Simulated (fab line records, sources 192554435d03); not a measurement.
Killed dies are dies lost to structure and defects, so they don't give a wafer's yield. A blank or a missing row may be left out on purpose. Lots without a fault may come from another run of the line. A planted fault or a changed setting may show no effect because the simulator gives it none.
A struck lot beside a sound one | flow n5_finfet | 35 steps out of a route of 1938
Sound: wafers L301.2, L301.5, L301.6. Struck: wafer L297.4. (L297.5, L297.6 of the same lot were not struck and are left out.) The cause comes at the end.
At each step with rows: each side's tool, then ch and its chambers, then its first start. Under that, the readings that differ: sound wafers | struck wafers | difference of the means | sigmas: that difference in standard deviations of wafers without a fault.
alike: readings whose means differ by less than 2 such deviations, and words and numbers that are the same on both sides. not compared: withheld readings, readings that some wafer has no value for, bounds like >300 that may hide the same value, and numbers for which the record gives no deviation and whose values overlap.
The two part at a step that has a row with sigmas, a row that says differs or no value, or rows on one side only. Numbers that don't overlap but have no deviation are shown without sigmas and don't part them. A reading that every wafer of one side lacks parts them only if that side has two wafers or more.

first, 9 steps without rows for these wafers: N5_BEOL_M14_PRE_CLEAN_42 (time 30 s); N5_BEOL_M14_SPUTTER_43 (material TaN, target thk 15 nm, time 24.19 s); N5_BEOL_M14_SPUTTER_44 (material Ta, target thk 15 nm, time 24.19 s); N5_BEOL_M14_SPUTTER_45 (material Cu, target thk 100 nm, time 16.67 s); N5_BEOL_M14_ECD_47 (material Cu, target thk 1248 nm); N5_BEOL_M14_ANNEAL_48 (time 90 s); N5_BEOL_M14_CMP_49 (polishes, stops on SiO2, t overpolish 5.2 s, target thk 560 nm); N5_BEOL_M14_PRE_CLEAN_52 (time 15 s); N5_BEOL_M14_DEP_53 (deposits SiCN from 3MS/NH3, target thk 50 nm, time 17.8 s).
N5_BEOL_M15_ILD_DEP_00: deposits SiO2 from TEOS/O2, target thk 1629.3 nm, time 346.1 s.
  sound on pecvd-03 ch 0,1,2, day 18 01:40; struck on pecvd-04 ch 2, day 16 11:49
  reading                                       | sound             | struck | difference | sigmas
  run_length_s (s)                              | 388.1 389.6 388.7 | 377.7  | -11.1      | -16
  model.SiO2_of_BEOL_M15_ILD_DEP_00.thk_nm (nm) | 1601 1648 1632    | 1587   | -40        |
  alike: heater_power_w, showerhead_plenum_p_Torr, throttle_valve_pct
then, 10 steps without rows for these wafers: N5_BEOL_M15_COAT_58 (time 60 s, resist thk 89 nm); N5_BEOL_M15_COAT_04 (resist thk 800 nm); N5_BEOL_M15_EBR_06; N5_BEOL_M15_SOFTBAKE_05 (time 60 s); N5_BEOL_M15_EXPOSE_07 (exposes mask V14); N5_BEOL_M15_PEB_08 (peb time 90 s); N5_BEOL_M15_DEVELOP_09 (develop time 45 s); N5_BEOL_M15_HARDBAKE_14 (time 120 s); N5_BEOL_M15_DESCUM_15 (chemistry O2, time 7.9 s); N5_BEOL_M15_ETCH_59 (etches BARC in N2/H2, target depth 89 nm, overetch 26.7 nm, time 67.9 s).
N5_BEOL_M15_VIA_ETCH_16: etches SiO2 in C4F8/O2/Ar, target depth 1792.2 nm.
  sound on rie_diel-03 ch 0,2, day 18 02:34; struck on rie_diel-01 ch 1, day 16 12:26
  reading                     | sound          | struck | difference | sigmas
  drypump_motor_current_A (A) | 6.6 6.4 6.6    | 4.8    | -1.7       | -3
  model.etch.depth_nm (nm)    | 1601 1648 1632 | 1587   | -40        |
  alike: oes_product_au, rf_vpp_V, showerhead_plenum_p_Torr, throttle_valve_pct
then, 13 steps without rows for these wafers: N5_BEOL_M15_STRIP_63 (strips in O2); N5_BEOL_M15_STRIP_64 (strips in O2); N5_BEOL_M15_STRIP_65 (strips in post etch residue remover, time 60 s); N5_BEOL_M15_SRD_66 (time 30 s, dry time 30 s); N5_BEOL_M15_COAT_56 (time 60 s, resist thk 550 nm); N5_BEOL_M15_ETCH_57 (etches SOC in N2/H2, time 750 s); N5_BEOL_M15_COAT_60 (time 60 s, resist thk 89 nm); N5_BEOL_M15_COAT_22 (resist thk 800 nm); N5_BEOL_M15_EBR_24; N5_BEOL_M15_SOFTBAKE_23 (time 60 s); N5_BEOL_M15_EXPOSE_25 (exposes mask M15, target cd 400 nm); N5_BEOL_M15_PEB_26 (peb time 90 s); N5_BEOL_M15_DEVELOP_27 (develop time 45 s).
N5_BEOL_M15_CMP_49: polishes, stops on SiO2, t overpolish 4.9 s, target thk 850 nm.
  sound on cmp-02 ch 0,3, day 18 06:38; struck on cmp-03 ch 1, day 16 16:10
  reading                                       | sound          | struck | difference | sigmas
  model.SiO2_of_BEOL_M15_ILD_DEP_00.thk_nm (nm) | 1524 1567 1552 | 1509   | -39        |
  alike: barrier_field_endpoint_s, motor_current_A, overpolish_run_s
  not compared: pad_life_wafers

WHERE THEY PART
First at N5_BEOL_M15_ILD_DEP_00; last, within this record, at N5_BEOL_M15_VIA_ETCH_16. Later steps at which nothing parts them and some readings are alike: N5_BEOL_M15_CMP_49.

WHY: what the simulator had put in
Process parameter drift: pecvd-04, from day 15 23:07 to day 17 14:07, at N5_BEOL_M15_ILD_DEP_00. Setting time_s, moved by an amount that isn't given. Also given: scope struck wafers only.
